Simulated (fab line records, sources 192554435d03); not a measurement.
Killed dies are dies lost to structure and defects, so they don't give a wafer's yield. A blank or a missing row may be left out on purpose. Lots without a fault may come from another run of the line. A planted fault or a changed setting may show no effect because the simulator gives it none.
Which tool did it? | flow n5_finfet | 9 lots, 27 wafers sampled, at 5 steps of a route of 1938

WHAT THE GAUGES READ, wafer by wafer
N5_BEOL_M4_RC_MEAS_101.
lot  | measured     | on        | DIBL_N (mV/V)
L629 | day 7 19:21  | prober-02 | 34.1 37.8 39.7
L630 | day 8 02:04  | prober-02 | 37.3 37.3 37.4
L633 | day 8 20:35  | prober-02 | 37.5 41.0 37.7
L636 | day 10 05:40 | prober-02 | 35.9 37.2 33.6
L640 | day 11 12:04 | prober-02 | 39.0 36.6 42.2
L642 | day 11 17:02 | prober-02 | 37.5 36.4 36.5
L643 | day 11 19:13 | prober-02 | 35.8 36.5 38.3
L647 | day 12 20:11 | prober-02 | 34.5 36.0 39.9
L650 | day 13 22:26 | prober-01 | 38.6 39.0 39.9

WHICH TOOL RAN EACH LOT (tool, then ch and the chambers of the sampled wafers, then the start)
lot  | N5_BEOL_M3_HM_OPEN_17             | N5_BEOL_M3_ALD_98                 | N5_BEOL_M3_ETCHBACK_99             | N5_BEOL_M3_VIA_ETCH_34
L629 | rie_metal-02 ch 0,1, day 7 00:47  | ald_sin-02 ch 1,3, day 7 01:45    | rie_diel-06 ch 0,2,3, day 7 01:52  | rie_diel-06 ch 0,2,3, day 7 02:00
L630 | rie_metal-01 ch 0,1, day 7 02:56  | ald_sin-04 ch 0,3, day 7 04:14    | rie_diel-06 ch 0,2,3, day 7 09:34  | rie_diel-06 ch 0,2,3, day 7 09:42
L633 | rie_metal-02 ch 0,1, day 8 01:55  | ald_sin-01 ch 0,1, day 8 02:58    | rie_diel-06 ch 0,2, day 8 06:29    | rie_diel-06 ch 0,2, day 8 06:38
L636 | rie_metal-01 ch 0,1, day 8 21:02  | ald_sin-01 ch 0,2,3, day 8 22:10  | rie_diel-04 ch 0,1, day 9 10:39    | rie_diel-04 ch 0,1, day 9 10:47
L640 | rie_metal-02 ch 0,1, day 10 16:07 | ald_sin-01 ch 2,3, day 10 17:14   | rie_diel-06 ch 0,2,3, day 10 19:36 | rie_diel-06 ch 0,2,3, day 10 19:44
L642 | rie_metal-02 ch 0,1, day 10 16:41 | ald_sin-01 ch 0,2,3, day 10 17:34 | rie_diel-06 ch 0,3, day 10 23:02   | rie_diel-06 ch 0,3, day 10 23:10
L643 | rie_metal-01 ch 0, day 10 20:52   | ald_sin-01 ch 0,3, day 10 21:47   | rie_diel-04 ch 0,1,2, day 10 23:05 | rie_diel-04 ch 0,1,2, day 10 23:13
L647 | rie_metal-03 ch 0,1, day 11 15:50 | ald_sin-01 ch 2,3, day 11 16:37   | rie_diel-02 ch 0,2,3, day 12 08:24 | rie_diel-02 ch 0,2,3, day 12 08:32
L650 | rie_metal-03 ch 0,1, day 12 23:53 | ald_sin-01 ch 2,3, day 13 00:51   | rie_diel-02 ch 0,2,3, day 13 01:34 | rie_diel-02 ch 0,2,3, day 13 01:42
- N5_BEOL_M3_HM_OPEN_17: chemistry Cl2/BCl3, target TiN, target depth 20 nm, overetch 6 nm.
- N5_BEOL_M3_ALD_98: deposits SiO2, target thk 2.5 nm, pulse time 1 s, co reactant pulse time 1 s.
- N5_BEOL_M3_ETCHBACK_99: etches SiO2 in CHF3, target depth 5 nm, time 10.4 s.
- N5_BEOL_M3_VIA_ETCH_34: etches the open film in C4F6/O2, target depth 69.4 nm, time 65.9 s.

THE ANSWER, worked out from the rows above alone
Rule: what is usual is taken from the lots themselves. Put in order of their means at a reading, lots are off if they are a third of the lots or fewer, leave a main group of 4 or more, and stand apart from it by a gap of 3 or more times the standard deviation of the main group's means; of several such gaps the widest counts. A main group whose means are all the same, to the digits that the tables above print for the reading, isn't used. A lot without any number at a reading at which 4 lots or more have one is off too. The other lots that the step has rows for count as sound.
No lot is off at any reading shown: from this, nothing can be told.

WHAT THE SIMULATOR HAD PUT IN
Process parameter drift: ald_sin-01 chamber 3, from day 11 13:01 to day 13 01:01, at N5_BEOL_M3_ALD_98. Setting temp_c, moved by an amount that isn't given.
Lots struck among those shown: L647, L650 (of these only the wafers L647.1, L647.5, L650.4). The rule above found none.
